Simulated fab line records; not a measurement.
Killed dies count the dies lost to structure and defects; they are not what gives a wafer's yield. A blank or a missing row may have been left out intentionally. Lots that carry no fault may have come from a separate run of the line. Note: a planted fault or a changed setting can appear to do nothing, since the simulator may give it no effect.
Matching of chambers -- flow nandHarc -- NHARC_P_M1_PRE_CLEAN_32 on pecvd-01 has 3 sister chambers
The step time 12 s. 6 wafers are shown with their chamber, then 12 later ones without.

== EACH WAFER AND ITS CHAMBER ==
wafer,chamber,heaterPowerW (W)
L086.2,0,615
L086.5,1,564
L086.6,2,545
L087.1,1,610
L087.2,2,602
L087.6,0,603

== WAFERS WITHOUT THEIR CHAMBER ==
wafer,heaterPowerW (W)
L090.1,599
L090.4,551
L090.6,586
L091.1,572
L091.2,590
L091.4,572
L096.2,643
L096.4,651
L096.6,617
L097.2,622
L097.4,601
L097.6,650

== WHICH CHAMBER EACH WENT THROUGH ==
wafer,from the rows above,in truth
L090.1,can't be placed: 0 or 1 or 2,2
L090.4,can't be placed: 2 or 1 or 0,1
L090.6,can't be placed: 1 or 2 or 0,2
L091.1,can't be placed: 2 or 1 or 0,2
L091.2,can't be placed: 1 or 2 or 0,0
L091.4,can't be placed: 2 or 1 or 0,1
L096.2,can't be placed: 0 or 1 or 2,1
L096.4,can't be placed: 0 or 1 or 2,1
L096.6,can't be placed: 0 or 1 or 2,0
L097.2,can't be placed: 0 or 1 or 2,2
L097.4,can't be placed: 0 or 1 or 2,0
L097.6,can't be placed: 0 or 1 or 2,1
Correctly placed: 0 of 12. These rows do not allow placing 12 (true chamber among the candidates in 12). Wrongly placed: 0.
How it was worked out, from the rows above alone: a wafer's distance from a chamber is the root of the sum, over the readings, of the square of ((its reading less the chamber's mean) divided by the reading's scatter). If the next closest chamber is less than 2 further off than the closest, the wafer can't be placed; otherwise it belongs to the closest. A chamber's mean is the mean of its shown wafers. The scatter: the root of (the sum of the squares of (reading less its chamber's mean) over the shown wafers, divided by (wafers less chambers)).
